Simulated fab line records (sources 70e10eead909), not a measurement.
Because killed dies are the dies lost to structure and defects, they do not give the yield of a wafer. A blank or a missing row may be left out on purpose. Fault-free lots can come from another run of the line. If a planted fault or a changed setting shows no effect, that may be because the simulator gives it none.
Matching of chambers ; flow nandHarc ; 4 sister chambers for NHARC_P_M0_CMP_23 on cmp-02
The step polishes, t overpolish 20 s, target thk 117.54 nm. 20 wafers are shown with their chamber, then 10 later ones without.

## WAFERS WITH THEIR CHAMBER
wafer;chamber;motorCurrentA (A);timeToEndpointS (s);slurryFilterDpKPa (kPa)
L075.2;0;11.8;33;13.43
L075.4;1;14.4;31;13.40
L075.6;3;14.3;31;13.37
L078.1;3;13.3;30;13.57
L078.5;1;14.0;29;13.26
L078.6;2;11.4;31;13.41
L082.2;3;14.5;29;13.57
L082.4;0;12.5;32;13.49
L082.6;0;12.6;33;13.53
L083.2;1;13.9;30;13.38
L083.4;0;12.5;33;13.45
L083.5;0;11.9;32;13.50
L084.1;0;12.3;32;13.43
L084.3;3;14.0;32;13.42
L084.6;2;10.6;32;13.50
L086.4;1;14.4;31;13.64
L086.5;1;14.6;32;13.37
L086.6;2;11.0;31;13.36
L092.1;0;12.1;36;13.42
L092.3;3;13.5;34;13.67

SIGNATURES, as means of the wafers listed above
reading;chamber 0;chamber 1;chamber 2;chamber 3;scatter within a chamber
motorCurrentA;12.243;14.260;11.000;13.920;0.381
timeToEndpointS;33.00;30.60;31.33;31.20;1.43
slurryFilterDpKPa;13.4643;13.4100;13.4233;13.5200;0.0996
Rule: distance of a wafer from a chamber = root of the sum over the readings of ((wafer's reading minus chamber's mean) / reading's scatter) squared. The wafer belongs to the nearest chamber; if the next one is less than 2 further off, it can't be placed. The scatter: the root of (the sum of the squares of (reading less its chamber's mean) over the shown wafers, divided by (wafers less chambers)).

## WAFERS WITH NO CHAMBER GIVEN
wafer;motorCurrentA (A);timeToEndpointS (s);slurryFilterDpKPa (kPa)
L092.5;10.8;35;13.39
L093.3;13.3;31;13.57
L093.4;12.7;33;13.60
L093.5;14.3;32;13.49
L094.3;12.7;32;13.38
L094.5;11.3;32;13.42
L094.6;13.5;33;13.37
L095.1;11.0;31;13.34
L095.2;13.5;30;13.67
L095.6;13.7;29;13.24

## WHICH CHAMBER EACH ONE RAN IN
wafer;from the rows above;in truth
L092.5;can't be placed: 2 or 0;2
L093.3;can't be placed: 3 or 1 or 0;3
L093.4;can't be placed: 0 or 3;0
L093.5;can't be placed: 3 or 1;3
L094.3;can't be placed: 0 or 3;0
L094.5;can't be placed: 2 or 0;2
L094.6;can't be placed: 3 or 1 or 0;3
L095.1;2;2
L095.2;can't be placed: 3 or 1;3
L095.6;can't be placed: 1 or 3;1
Correctly placed: 1 of 10. Unplaceable from these rows: 9, with the true chamber sitting among the candidates in 9. Wrongly placed: 0.
